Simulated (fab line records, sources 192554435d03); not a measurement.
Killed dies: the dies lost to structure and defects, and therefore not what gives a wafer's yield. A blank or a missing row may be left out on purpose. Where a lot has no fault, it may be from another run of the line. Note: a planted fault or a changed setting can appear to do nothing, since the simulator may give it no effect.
Matching of chambers || flow n5Finfet || N5_BEOL_M0_SAQP_ILD_DEP_01 on pecvd-01: 3 sister chambers
The step deposits SiOC from DEMS/O2, target thk 45.419 nm, time 8.7 s. 3 wafers are shown with their chamber, then 7 later ones without.

## EACH WAFER AND ITS CHAMBER
{"wafer": "L543.3", "chamber": 1, "heaterPowerW (W)": 540}
{"wafer": "L544.6", "chamber": 2, "heaterPowerW (W)": 687}
{"wafer": "L547.4", "chamber": 0, "heaterPowerW (W)": 410}

## WAFERS MISSING THEIR CHAMBER
{"wafer": "L547.6", "heaterPowerW (W)": 461}
{"wafer": "L557.1", "heaterPowerW (W)": 455}
{"wafer": "L557.4", "heaterPowerW (W)": 578}
{"wafer": "L557.6", "heaterPowerW (W)": 716}
{"wafer": "L560.1", "heaterPowerW (W)": 560}
{"wafer": "L560.4", "heaterPowerW (W)": 590}
{"wafer": "L560.5", "heaterPowerW (W)": 462}

## CHAMBER TAKEN BY EACH
{"wafer": "L547.6", "from the rows above": "can't be placed: 0 or 1", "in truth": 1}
{"wafer": "L557.1", "from the rows above": "can't be placed: 0 or 1", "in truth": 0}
{"wafer": "L557.4", "from the rows above": "can't be placed: 1 or 2", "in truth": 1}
{"wafer": "L557.6", "from the rows above": 2, "in truth": 2}
{"wafer": "L560.1", "from the rows above": 1, "in truth": 1}
{"wafer": "L560.4", "from the rows above": "can't be placed: 1 or 2", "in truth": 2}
{"wafer": "L560.5", "from the rows above": "can't be placed: 0 or 1", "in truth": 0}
Correct placement for 2 of the 7. Can't be placed from these rows: 5 (the true chamber is among the candidates in 5). Number placed wrongly: 0.
How it was worked out, from the rows above alone: a wafer's distance from a chamber is the root of the sum, over the readings, of the square of ((its reading less the chamber's mean) divided by the reading's scatter). If the next closest chamber is less than 2 further off than the closest, the wafer can't be placed; otherwise it belongs to the closest. For every chamber, the mean is computed from those of its wafers that are shown. The scatter (one wafer shown for each chamber): square how far every hidden wafer sits from the nearest shown wafer, average those squares and take the square root.
